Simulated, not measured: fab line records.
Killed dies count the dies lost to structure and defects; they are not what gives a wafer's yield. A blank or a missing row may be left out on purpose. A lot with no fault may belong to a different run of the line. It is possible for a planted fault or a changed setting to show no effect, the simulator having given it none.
Split-lot trial	flow n5Finfet	route with 1938 steps; 7 lots, 21 wafers read

## ON THE SPLIT
At N5_SD_EPI_N_PEB_07 (peb time 60 s), the setting pebTimeS was moved away from the recipe's 60 s on 6 of the 21 wafers read, by -13.2% to +17.3%. For the rest of the wafers, this setting stayed at what the recipe calls for.

## BETWEEN THE SPLIT AND THE READING: the file shows 1 step in between
- N5_SD_EPI_N_DEVELOP_08: develop time 30 s

## THE READING
cdNm at N5_SD_EPI_N_CD_MEAS_09, given in nm (cd target 120 nm). Fault-free wafers of this fab line usually give 120.2 nm, standard deviation 0.85 nm.

wafer	tool, chamber at the split	pebTimeS as run, s	against the recipe	cdNm, nm	against lot-mates on the recipe
L077.1	lithoTrack-02, 0	60	recipe	120.0	-
L077.5	lithoTrack-02, 0	53.84	-10.3%	115.8	-3.5
L077.6	lithoTrack-02, 0	60	recipe	118.5	-
L079.1	lithoTrack-02, 0	60	recipe	119.2	-
L079.3	lithoTrack-02, 0	60	recipe	119.3	-
L079.4	lithoTrack-02, 0	60	recipe	118.9	-
L082.1	lithoTrack-05, 0	67.5	+12.5%	124.7	+4.2
L082.3	lithoTrack-05, 0	60	recipe	120.8	-
L082.6	lithoTrack-05, 0	60	recipe	120.3	-
L083.1	lithoTrack-05, 0	60	recipe	120.7	-
L083.4	lithoTrack-05, 0	60	recipe	119.9	-
L083.5	lithoTrack-05, 0	60	recipe	119.9	-
L086.1	lithoTrack-01, 0	70.36	+17.3%	126.0	+5.8
L086.2	lithoTrack-01, 0	70.36	+17.3%	125.3	+5.1
L086.3	lithoTrack-01, 0	60	recipe	120.2	-
L091.1	lithoTrack-05, 0	52.07	-13.2%	116.2	-4.6
L091.2	lithoTrack-05, 0	60	recipe	121.0	-
L091.5	lithoTrack-05, 0	60	recipe	120.6	-
L095.3	lithoTrack-05, 0	60	recipe	120.7	-
L095.4	lithoTrack-05, 0	54.22	-9.6%	116.7	-4.4
L095.5	lithoTrack-05, 0	60	recipe	121.5	-

FIT RESULTS
A straight line over all 21 wafers: cdNm changes by +0.336 nm for each +1% of pebTimeS; r = +0.96; the points scatter about the line by 0.77 nm.
The same after taking each lot's own level away (the mean of its wafers on the recipe; 21 wafers): +0.338 nm for each +1%; r = +0.99; scatter 0.45 nm.
That fit puts the effect of the largest move of pebTimeS on the reading at 5.8 nm.
Across the lots, their own levels run from 119.13 to 121.10 nm, a range of 2.3 times the standard deviation given above.
The two slopes are in agreement: the lot-to-lot level therefore moves the slope only a little.
Check: with one of the wafers moved furthest among these (+17.3%) left out of the fit, the line predicts +5.7 nm for it against its lot-mates. It came out at +5.8 nm against them.

## THE WHOLE CHAIN: every reading that the file lists as answering this split, in the file's order
step	what it does	reading	change (the file's fit)	r (the file's)
N5_SD_EPI_N_CD_MEAS_09	target cd 120 nm	cdNm	+0.345 nm for each +1% of the setting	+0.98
N5_SD_EPI_N_DESCUM_14	chemistry O2, time 7.9 s	SD_EPI_N.cdNm (the simulator's own value, which no gauge read)	+0.363 nm for each +1% of the setting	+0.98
N5_SD_EPI_N_ETCH_34	etches SiARC in CF4, target depth 45.5 nm, time 75.8 s	SD_EPI_N.cdNm (the simulator's own value, which no gauge read)	+0.368 nm for each +1% of the setting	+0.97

## THE FILE'S OWN FIT
cdNm changes by +0.345 nm for each +1% of pebTimeS, r = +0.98.
